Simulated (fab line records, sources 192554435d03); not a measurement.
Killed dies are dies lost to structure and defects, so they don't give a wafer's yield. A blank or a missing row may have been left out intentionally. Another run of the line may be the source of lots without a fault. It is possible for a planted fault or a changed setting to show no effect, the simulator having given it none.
fab line records	flow n5-finfet
[record] lots = 10	wafers = 28	last-day = 18
route steps=1938 shown BEOL_M7@1266 BEOL_M8@1332 PASSIVATION@1936
lots untouched by any fault: they come from a run of this same line in which no faults occurred
start-h: the number of hours between the record's first day and the start of the first shown wafer of the lot	wait-h: hours elapsed since this lot's preceding step	" identical to the entry in the row above	L1.1+2: a row that stands for several wafers	- no value, or no start given	* or withheld: withheld	< > ~ a bound
route shown NAME@n: names a module that has steps shown in the file, with the first one's number in the route	usual: mean/standard deviation taken from wafers without a fault	same: alike in all rows	chamber/n: place in a boat	sites: readings site by site	_std_site: standard deviation of those values	_edge_site: mean of outer sites minus mean of inner sites	radius-mm: for every site, how far away it sits from the centre of the wafer	mask NAME#n: copy n	behind: tool/chamber where the wafer was last shaped	hold: what put the lot on hold/how long, in hours/how the hold closed	device: the n, p or np transistor that did not switch	end of line: the same wafers' tests at the end of the route	where a step has no rows: the recipe by itself	killed: dies that structure and defects cost at the first sort, which is not the same as the wafer's yield	map: a wafer's dies, marking killed ones x, the rest . and places with no die _
set.NAME: setting as actually run; set.NAME@STEP: the setting as run at that earlier step	model.NAME: the simulator's own value behind a step, which no gauge read
route steps across a sampled set of lots; one table per step, one row per wafer
services: a tool's chamber out of use, with start hour (start-h, from the record's first day; less than 0 if before it), hours out, and reason
[[steps]]
[step N5_BEOL_M7_PECVD_70]
[recipe] material = SiO2	target-thk-a = 200	temp-c = 400	precursor = TEOS/O2	pressure-torr = 5.5	rf-w = 450	teos-flow-sccm = 53.8	gas = O2	flow-sccm = 3000	time-s = 22.7
[usual] heater-power-w = 693/90	rf-fwd-power-W = 445.3/1.9	showerhead-plenum-p-Torr = 8.77/0.069	throttle-valve-pct = 21.9/1.1
lot.wafer	tool	chamber	start-h	wait-h	heater-power-w	rf-fwd-power-W	showerhead-plenum-p-Torr	throttle-valve-pct
L437.3	pecvd-02	2	195.55	0.0	687	447.7	8.86	20.0
L437.4	"	0	"	"	603	445.7	8.74	23.5
L437.6	"	1	"	"	528	444.8	8.68	22.1
L438.1	pecvd-01	0	200.10	0.0	619	445.3	8.83	21.8
L438.3	"	2	"	"	654	440.5	8.78	20.8
L438.5	"	0	"	"	625	444.7	8.82	21.5
L441.3	pecvd-02	1	220.46	0.0	570	443.6	8.70	22.7
L441.5	"	0	"	"	673	443.7	8.75	23.4
L441.6	"	1	"	"	577	443.0	8.68	22.5
L442.2	pecvd-02	2	236.70	0.0	731	446.9	8.86	20.1
L442.3	"	0	"	"	563	446.9	8.76	23.2
L442.6	"	2	"	"	706	447.9	8.86	19.9
L446.1	pecvd-02	1	248.14	0.0	538	445.9	8.68	22.3
L446.4	"	2	"	"	626	444.8	8.85	19.9
L447.1	pecvd-02	2	258.48	0.0	709	446.4	8.88	19.9
L447.4	"	2	"	"	711	446.1	8.86	20.2
L452.3	pecvd-01	2	300.03	0.0	674	441.0	8.79	20.8
L452.4	"	1	"	"	785	446.8	8.77	23.7
L452.6	"	0	"	"	722	445.9	8.82	22.0
L456.2	pecvd-03	1	305.33	0.0	692	446.4	8.65	21.6
L456.4	"	2	"	"	621	445.8	8.78	21.2
L456.5	"	1	"	"	684	447.5	8.65	22.0
L459.2	pecvd-02	1	337.51	0.0	575	445.3	8.70	22.3
L459.4	"	2	"	"	739	446.7	8.85	20.5
L459.6	"	1	"	"	575	445.0	8.73	22.4
L460.2	pecvd-02	2	348.41	0.0	777	447.1	8.87	20.3
L460.3	"	0	"	"	565	448.2	8.75	23.2
L460.5	"	0	"	"	562	448.0	8.73	23.5
[step N5_BEOL_M7_STRIP_36]
[recipe] chemistry = N2/H2	power-w = 450	temp-c = 40	pressure-mtorr = 20	rf-frequency-hz = 6e+07	overash-fraction = 0.3	bias-power-w = 7	h2-frac = 0.5	n2-flow-sccm = 200	h2-flow-sccm = 200
[usual] chamber-pressure-mTorr = 20.00/0.031	drypump-motor-current-A = 5.79/0.28	h2-flow-sccm = 199.9/0.57	oes-product-au = 0.78/0.077	rf-vpp-V = 59.4/1.5	showerhead-plenum-p-Torr = 2.56/0.082	throttle-valve-pct = 23.7/0.4
[same] overash-fraction = 0.3
lot.wafer	tool	chamber	start-h	wait-h	chamber-pressure-mTorr	drypump-motor-current-A	h2-flow-sccm	oes-product-au	rf-hours-counter-h	rf-vpp-V	showerhead-plenum-p-Torr	throttle-valve-pct
L437.3	rie-diel-06	2	199.34	0.0	19.98	5.84	201.3	0.74	170	58.0	2.54	24.1
L437.4	"	3	"	"	19.95	5.87	199.3	0.85	60	56.4	2.46	23.0
L437.6	"	2	"	"	20.02	5.86	199.6	0.74	-	58.9	2.54	24.1
L438.1	rie-diel-06	0	203.22	0.0	19.97	6.10	200.1	0.70	217	61.2	2.50	23.5
L438.3	"	2	"	"	20.03	5.80	201.0	0.74	171	59.2	2.54	24.1
L438.5	"	2	"	"	19.98	5.83	200.8	0.75	-	57.7	2.54	24.1
L441.3	rie-diel-03	0	223.66	0.0	20.05	5.60	200.8	0.90	49	59.8	2.60	24.0
L441.5	"	0	"	"	19.96	5.61	199.6	0.90	-	61.7	2.60	24.0
L441.6	"	1	"	"	20.05	6.34	199.1	0.71	-	58.5	2.64	23.3
L442.2	rie-diel-03	0	240.75	0.0	20.01	5.63	199.8	0.89	55	59.7	2.60	23.9
L442.3	"	3	"	"	20.04	5.49	199.2	0.79	133	56.7	2.46	24.0
L442.6	"	1	"	"	19.96	6.32	200.5	0.71	-	61.1	2.63	23.3
L446.1	rie-diel-03	2	254.11	0.0	19.99	5.70	199.9	0.86	72	61.5	2.68	23.2
L446.4	"	0	"	"	20.00	5.63	200.0	0.89	60	59.7	2.60	24.0
L447.1	rie-diel-03	2	262.04	0.0	20.03	5.72	199.8	0.86	75	58.0	2.68	23.2
L447.4	"	0	"	"	20.02	5.62	199.3	0.87	62	60.3	2.60	24.0
L452.3	rie-diel-06	1	302.14	0.0	19.98	5.41	200.7	0.74	181	59.0	2.63	24.0
L452.4	"	0	"	"	20.02	6.12	199.8	0.69	237	58.7	2.49	23.5
L452.6	"	3	"	"	20.00	5.85	199.5	0.82	-	59.3	2.45	23.0
L456.2	rie-diel-05	3	307.36	0.0	20.02	5.63	200.3	0.85	58	57.4	2.56	23.5
L456.4	"	1	"	"	20.00	5.91	200.2	0.68	246	60.4	2.61	24.2
L456.5	"	2	"	"	20.03	6.03	199.3	0.68	-	60.1	2.41	24.0
L459.2	rie-diel-06	2	343.39	0.0	19.99	5.83	199.6	0.73	201	58.9	2.53	24.1
L459.4	"	3	"	"	20.01	5.86	200.3	0.80	94	57.0	2.44	23.0
L459.6	"	1	"	"	20.02	5.41	199.8	0.74	-	61.1	2.63	24.0
L460.2	rie-diel-05	3	353.48	0.0	20.02	5.63	199.4	0.84	70	61.2	2.56	23.5
L460.3	"	2	"	"	20.03	6.10	200.1	0.68	250	59.6	2.41	24.0
L460.5	"	2	"	"	19.97	6.07	199.4	0.69	-	57.5	2.41	24.0
[step N5_BEOL_M7_ALD_77]
[recipe] material = TaN	target-thk-a = 20	temp-c = 275	ald-precursor-family = PDMAT	ald-co-reactant = NH3	pressure-torr = 3	carrier-flow-sccm = 1500	pulse-time-s = 2	purge-time-s = 3	co-reactant-purge-time-s = 2	co-reactant-pulse-time-s = 3	ald-cycles = 40	precursor-vessel-temp-c = 75	precursor-vessel-pressure-torr = 26.25	precursor-vessel-carrier-sccm = 1000
[usual] heater-power-w = 407/39
lot.wafer	tool	chamber	start-h	wait-h	heater-power-w
L437.3	ald-metal-04	3	200.25	0.1	416
L437.4	"	2	"	"	417
L437.6	"	0	"	"	344
L438.1	ald-metal-04	1	204.18	0.0	401
L438.3	"	0	"	"	342
L438.5	"	2	"	"	418
L441.3	ald-metal-01	2	224.76	0.1	377
L441.5	"	0	"	"	459
L441.6	"	1	"	"	400
L442.2	ald-metal-01	0	241.77	0.0	454
L442.3	"	2	"	"	382
L442.6	"	1	"	"	388
L446.1	ald-metal-04	0	255.26	0.1	341
L446.4	"	1	"	"	395
L447.1	ald-metal-04	0	262.92	0.1	342
L447.4	"	2	"	"	413
L452.3	ald-metal-01	3	303.92	0.1	444
L452.4	"	1	"	"	397
L452.6	"	3	"	"	450
L456.2	ald-metal-01	3	308.45	0.1	442
L456.4	"	0	"	"	457
L456.5	"	3	"	"	463
L459.2	ald-metal-04	0	344.55	0.0	351
L459.4	"	2	"	"	418
L459.6	"	0	"	"	343
L460.2	ald-metal-02	1	354.52	0.1	383
L460.3	"	0	"	"	485
L460.5	"	2	"	"	370
[step N5_BEOL_M7_CMP_52]
[recipe] stop-on = SiCOH_lowk	t-overpolish-s = 6.9	down-force-psi = 1	platen-rpm = 50	clearing-platen-down-force-psi = 1.5	clearing-platen-rpm = 50	post-cmp-clean = cu-alkaline	target-thk-nm = 80	clearing-platen-pad-velocity-m-s = 0.99484	pad-velocity-m-s = 0.99484
[usual] barrier-field-endpoint-s = 28.8/0.75	motor-current-A = 6.2/0.56	platen-rpm = 50.00/0.036
lot.wafer	tool	chamber	start-h	wait-h	barrier-field-endpoint-s	motor-current-A	platen-rpm
L437.3	cmp-02	0	201.83	0.2	29.2	7.0	49.99
L437.4	"	1	"	"	28.9	6.2	50.00
L437.6	"	2	"	"	29.3	6.6	49.97
L438.3	cmp-03	0	206.10	0.2	28.9	5.8	50.01
L438.1	"	3	"	"	29.1	6.1	50.01
L438.5	"	0	"	"	28.4	6.1	49.98
L441.3	cmp-02	2	225.94	0.2	28.2	6.3	50.04
L441.6	"	2	"	"	29.5	6.5	50.01
L441.5	"	3	"	"	30.4	6.0	49.96
L442.3	cmp-01	0	244.85	0.2	28.4	5.9	49.97
L442.2	"	1	"	"	29.5	6.7	49.97
L442.6	"	0	"	"	28.7	5.9	50.08
L446.4	cmp-03	3	257.20	0.2	36.5	6.2	50.00
L446.1	"	0	"	"	29.5	5.9	49.99
L447.4	cmp-01	0	266.33	0.1	37.7	6.1	49.99
L447.1	"	2	"	"	29.5	5.7	50.02
L452.4	cmp-01	0	305.16	0.2	28.9	6.5	50.02
L452.3	"	1	"	"	29.1	6.6	49.97
L452.6	"	0	"	"	29.1	6.1	50.04
L456.2	cmp-03	2	311.04	0.2	29.0	5.1	50.04
L456.4	"	1	"	"	30.3	6.9	49.90
L456.5	"	3	"	"	28.6	5.9	49.97
L459.2	cmp-02	1	346.18	0.2	29.1	6.0	50.00
L459.4	"	0	"	"	28.6	6.9	49.97
L459.6	"	2	"	"	28.7	6.9	49.96
L460.2	cmp-03	0	355.63	0.2	29.8	5.9	49.93
L460.3	"	2	"	"	29.0	5.3	50.08
L460.5	"	1	"	"	29.1	7.3	50.01
[step N5_BEOL_M8_ILD_DEP_00]
[recipe] material = SiCOH_lowk	target-thk-a = 1797.5	temp-c = 300	precursor = DEMS/porogen	pressure-torr = 5	rf-w = 500	time-s = 33.4
[usual] heater-power-w = 326/39	rf-fwd-power-W = 494.7/2.1	showerhead-plenum-p-Torr = 5.748/0.014	throttle-valve-pct = 13.6/0.62
lot.wafer	tool	chamber	start-h	wait-h	heater-power-w	rf-fwd-power-W	showerhead-plenum-p-Torr	throttle-valve-pct
L437.3	pecvd-03	1	202.24	0.0	279	494.6	5.722	13.4
L437.4	"	1	"	"	282	495.8	5.713	13.3
L437.6	"	2	"	"	256	495.4	5.735	14.9
L438.1	pecvd-04	0	206.59	0.0	321	497.0	5.766	13.1
L438.3	"	1	"	"	316	491.4	5.739	14.1
L438.5	"	1	"	"	333	492.5	5.748	14.3
L441.3	pecvd-01	0	226.46	0.0	268	494.3	5.747	13.4
L441.5	"	0	"	"	268	493.9	5.771	13.6
L441.6	"	1	"	"	404	497.7	5.743	14.5
L442.2	pecvd-01	2	245.31	0.0	331	494.1	5.737	13.0
L442.3	"	0	"	"	248	494.9	5.752	13.7
L442.6	"	1	"	"	387	497.8	5.739	14.6
L446.1	pecvd-01	0	257.65	0.0	295	494.2	5.748	13.7
L446.4	"	1	"	"	387	496.5	5.734	14.8
L447.1	pecvd-01	1	266.82	0.0	355	493.7	5.739	14.8
L447.4	"	2	"	"	335	491.2	5.749	12.9
L452.3	pecvd-04	2	305.61	0.0	305	492.4	5.754	12.8
L452.4	"	0	"	"	316	494.7	5.771	13.1
L452.6	"	1	"	"	394	492.5	5.757	14.1
L456.2	pecvd-01	1	311.53	0.0	391	498.5	5.747	14.7
L456.4	"	0	"	"	266	498.2	5.751	13.6
L456.5	"	2	"	"	300	492.6	5.747	12.8
L459.2	pecvd-04	0	346.67	0.0	315	495.2	5.769	13.1
L459.4	"	2	"	"	331	493.2	5.732	13.1
L459.6	"	1	"	"	369	491.9	5.755	14.3
L460.2	pecvd-01	1	356.12	0.0	354	498.4	5.750	14.5
L460.3	"	2	"	"	300	491.9	5.758	13.1
L460.5	"	2	"	"	297	495.2	5.755	12.9
[step N5_PASSIVATION_PROBE_49]
[usual] defect-limited-yield = 91.5/1.5	killed_at_M0_to_M3 = 33/10	killed_at_M4_up = 15/6.4	killed-at-contacts = 12/5.4	killed-at-front-end = 38/9.8	killed-at-other = 4/3.1	killed-dies = 101/18	killed-on-rim = 13/3.9	killed-open = 67/14	killed-short = 33/7.9	sort_bin_5_function = 5.0/1	sort_bin_6_memory = 3.2/0.67	sort-n-pass = 1079/18	sort-yield-pct = 91.5/1.5
[same] gross-dies = 1180	killed-at-back-side = 0	sort_bin_4_leakage[%] = 0	sort_bin_8_speed[%] = 0
lot.wafer	tool	chamber	start-h	wait-h	defect-limited-yield[%]	killed_at_M0_to_M3	killed_at_M4_up	killed-at-contacts	killed-at-front-end	killed-at-other	killed-dies	killed-on-rim	killed-open	killed-short	sort_bin_5_function[%]	sort_bin_6_memory[%]	sort-n-pass	sort-yield-pct[%]
L446.1	prober-01	-	356.03	0.0	92.7	26	16	2	31	11	86	8	58	28	4.5	2.7	1094	92.7
// killed by level:class
L446.1 BEOL_M4:geometric-particle:open=11 BEOL_M1:geometric-particle:open=7 FIN_SAQP:geometric-particle:short=5 STI_FIN_REVEAL:geometric-particle:open=5 BEOL_M0_SAQP:geometric-particle:short=5 STARTING-WAFER:geometric-particle:open=5 DUMMY_GATE:geometric-particle:open=4 BEOL_M3:geometric-particle:open=4
[[services]]
tool	chamber	start-h	hours	kind
pecvd-02	-	177.29	1.3	repair
rie-diel-03	3	181.91	13.3	repair
cmp-01	-	192.95	5.0	pm
cmp-02	-	197.13	4.0	pm
cmp-03	-	201.61	1.2	repair
cmp-03	-	206.51	0.8	repair
cmp-01	-	208.40	13.1	pm
cmp-02	-	216.47	0.3	repair
pecvd-04	2	233.81	14.8	repair
pecvd-04	-	237.05	0.8	repair
cmp-03	-	240.67	1.8	repair
ald-metal-04	3	248.32	174.3	repair
rie-diel-06	2	252.13	10.8	repair
rie-diel-06	0	256.55	7.3	repair
rie-diel-06	1	257.61	3.4	repair
rie-diel-03	1	264.32	8.9	repair
pecvd-04	-	264.72	2.1	repair
rie-diel-06	3	291.33	1.9	repair
cmp-02	-	296.23	6.5	repair
ald-metal-01	-	298.52	1.6	repair
cmp-03	-	299.96	2.0	repair
cmp-03	-	303.94	4.4	pm
ald-metal-01	2	326.35	6.2	repair
ald-metal-01	-	337.25	14.0	pm
[[key]]
[first-sign] step = N5_BEOL_M7_CMP_52	reading = barrier-field-endpoint-s	direction = up	sigmas = 11	usual = 28.8	struck = 37.1
effect none on later readings
met-at N5_BEOL_M7_PECVD_70
struck-lots L446,L447
struck-wafers L446.4,L447.4
not-acting-at N5_BEOL_M7_STRIP_36,N5_BEOL_M7_ALD_77,N5_BEOL_M8_ILD_DEP_00
onset-between 236.70 248.14
[fault] kind = process-parameter-drift	tool = pecvd-02	chamber = -	onset-h = 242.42	steps = N5_BEOL_M7_PECVD_70	channel = time-s	offset = *	shape = step	end-h = 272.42	scope = struck-wafers-only	acts-in = *	stated = *
